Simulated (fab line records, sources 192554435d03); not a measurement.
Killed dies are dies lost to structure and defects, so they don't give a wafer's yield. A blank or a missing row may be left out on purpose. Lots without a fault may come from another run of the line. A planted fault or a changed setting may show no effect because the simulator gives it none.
Split-lot experiment | flow n5_finfet | 7 lots, 21 wafers read, on a route of 1938 steps

THE SPLIT
At N5_GATE_CUT_EXPOSE_10 (exposes mask GATE CUT, target cd 20 nm), the setting dose_mj was moved away from the recipe's 43.25 on 7 of the 21 wafers read, by -3.5% to +5.1%. The other wafers ran this setting at the recipe's value.

FROM THE SPLIT TO THE READING: what the file shows between them, 2 steps
- N5_GATE_CUT_PEB_11: peb time 60 s
- N5_GATE_CUT_DEVELOP_12: develop time 30 s

THE READING
cd_nm, in nm, at N5_GATE_CUT_CD_MEAS_13 (target cd 20 nm). Fault-free wafers of this fab line usually give 19.92 nm, standard deviation 0.23 nm.

wafer  | tool, chamber at the split | dose_mj as run | against the recipe | cd_nm, nm | against lot-mates on the recipe
L076.3 | euv_scanner-01, 0          | 43.25          | recipe             | 19.44     | -
L076.4 | euv_scanner-01, 0          | 45.46          | +5.1%              | 21.06     | +1.46
L076.6 | euv_scanner-01, 0          | 43.25          | recipe             | 19.75     | -
L090.1 | euv_scanner-01, 0          | 43.25          | recipe             | 19.83     | -
L090.2 | euv_scanner-01, 0          | 42.39          | -2.0%              | 19.49     | -0.34
L090.3 | euv_scanner-01, 0          | 42.39          | -2.0%              | 19.41     | -0.42
L091.1 | euv_scanner-02, 0          | 43.25          | recipe             | 19.69     | -
L091.3 | euv_scanner-02, 0          | 43.25          | recipe             | 20.36     | -
L091.6 | euv_scanner-02, 0          | 41.75          | -3.5%              | 18.77     | -1.25
L092.1 | euv_scanner-01, 0          | 43.25          | recipe             | 19.83     | -
L092.5 | euv_scanner-01, 0          | 43.25          | recipe             | 19.70     | -
L092.6 | euv_scanner-01, 0          | 43.25          | recipe             | 19.92     | -
L094.2 | euv_scanner-02, 0          | 43.25          | recipe             | 19.70     | -
L094.3 | euv_scanner-02, 0          | 43.25          | recipe             | 19.80     | -
L094.6 | euv_scanner-02, 0          | 43.25          | recipe             | 19.73     | -
L095.4 | euv_scanner-01, 0          | 42.32          | -2.2%              | 19.55     | no lot-mate on the recipe
L095.5 | euv_scanner-01, 0          | 42.32          | -2.2%              | 19.48     | no lot-mate on the recipe
L095.6 | euv_scanner-01, 0          | 42.32          | -2.2%              | 19.36     | no lot-mate on the recipe
L096.1 | euv_scanner-02, 0          | 43.25          | recipe             | 20.43     | -
L096.3 | euv_scanner-02, 0          | 43.25          | recipe             | 20.59     | -
L096.4 | euv_scanner-02, 0          | 43.25          | recipe             | 19.89     | -

THE FIT
A straight line over all 21 wafers: cd_nm changes by +0.241 nm for each +1% of dose_mj; r = +0.83; the points scatter about the line by 0.28 nm.
The same after taking each lot's own level away (the mean of its wafers on the recipe; 18 wafers): +0.29 nm for each +1%; r = +0.92; scatter 0.21 nm.
On that fit, the largest move of dose_mj shifts the reading by 1.5 nm.
The lots' own levels span 19.595 to 20.303 nm, that is 3.1 times the standard deviation above.
So the lot-to-lot level changes the slope: the two fits differ.
Check: with one of the wafers moved furthest among these (+5.1%) left out of the fit, the line predicts +1.54 nm for it against its lot-mates. It came out at +1.46 nm against them.

OTHER SPLITS ON THESE WAFERS
These wafers also went through other splits before the reading. Each is held against what the fit with the lots' levels taken away leaves over:
other split on the same wafers | wafers away from the commonest value | r with cd_nm (lot level and that fit taken away)
N5_SD_EPI_P_COAT_35 spin_rpm   | 9                                    | -0.14
N5_HKMG_FIN_COAT_41 spin_rpm   | 8                                    | +0.05
N5_GATE_CUT_COAT_27 spin_rpm   | 10                                   | -0.33

THE WHOLE CHAIN: every reading that the file lists as answering this split, in the file's order
step                   | what it does                                                     | reading                                                         | change (the file's fit)               | r (the file's)
N5_GATE_CUT_CD_MEAS_13 | target cd 20 nm                                                  | cd_nm                                                           | +0.299 nm for each +1% of the setting | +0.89
N5_GATE_CUT_DESCUM_18  | chemistry O2, time 7 s                                           | GATE_CUT.cd_nm (the simulator's own value, which no gauge read) | +0.214 nm for each +1% of the setting | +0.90
N5_GATE_CUT_ETCH_28    | etches underlayer in N2/H2, target depth 13 nm, time 10.4 s      | GATE_CUT.cd_nm (the simulator's own value, which no gauge read) | +0.222 nm for each +1% of the setting | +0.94
N5_GATE_CUT_HM_OPEN_40 | chemistry C4F6/O2, target SiO2, target depth 139 nm, time 85.1 s | GATE_CUT.cd_nm (the simulator's own value, which no gauge read) | +0.247 nm for each +1% of the setting | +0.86

THE FILE'S OWN FIT
cd_nm changes by +0.299 nm for each +1% of dose_mj, r = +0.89.
